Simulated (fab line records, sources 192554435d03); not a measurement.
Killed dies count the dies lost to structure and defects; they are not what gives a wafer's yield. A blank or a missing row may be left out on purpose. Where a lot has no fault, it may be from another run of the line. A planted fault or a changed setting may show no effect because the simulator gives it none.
Chamber matching -- flow n5Finfet -- N5_BEOL_M2_ALD_98 on aldSin-03 has 4 sister chambers
The step deposits SiO2, target thk 2.5 nm, pulse time 1 s, co reactant pulse time 1 s. 8 wafers are shown with their chamber, then 12 later ones without.

EACH WAFER AND ITS CHAMBER
wafer,chamber,heaterPowerW (W),precursorPulseHeightRel
L083.3,0,83,0.988
L083.5,3,80,1.000
L088.1,0,84,0.974
L088.2,1,82,0.955
L088.4,2,86,1.033
L091.1,1,80,0.977
L091.2,3,84,0.975
L091.3,2,88,1.004

WAFERS WITH NO CHAMBER GIVEN
wafer,heaterPowerW (W),precursorPulseHeightRel
L091.4,82,1.015
L091.5,82,0.987
L091.6,83,1.030
L090.1,81,0.991
L090.4,84,1.003
L090.6,82,0.953
L094.2,80,0.978
L094.3,83,1.021
L094.4,84,0.998
L097.3,83,1.015
L097.4,81,1.007
L097.5,87,0.990

CHAMBER TAKEN BY EACH
wafer,from the rows above,in truth
L091.4,can't be placed: 3 or 0 or 2 or 1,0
L091.5,can't be placed: 3 or 0 or 1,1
L091.6,can't be placed: 2 or 3 or 0 or 1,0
L090.1,can't be placed: 3 or 1 or 0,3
L090.4,can't be placed: 0 or 3 or 2 or 1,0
L090.6,can't be placed: 1 or 0 or 3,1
L094.2,can't be placed: 1 or 3 or 0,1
L094.3,can't be placed: 3 or 2 or 0 or 1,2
L094.4,can't be placed: 0 or 3 or 2 or 1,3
L097.3,can't be placed: 3 or 0 or 2 or 1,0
L097.4,can't be placed: 3 or 0 or 1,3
L097.5,can't be placed: 2 or 0 or 3 or 1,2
Correctly placed: 0 of 12. Cannot be placed on the basis of these rows: 12; the candidates contain the true chamber in 12. Placed wrongly: 0.
How it was worked out, from the rows above alone: a wafer's distance from a chamber is the root of the sum, over the readings, of the square of ((its reading less the chamber's mean) divided by the reading's scatter). If the next closest chamber is less than 2 further off than the closest, the wafer can't be placed; otherwise it belongs to the closest. The mean given for a chamber averages the wafers shown for that chamber. The scatter: take each reading less its chamber's mean, square it, sum over the shown wafers, divide by the number of wafers less the number of chambers, and take the root.
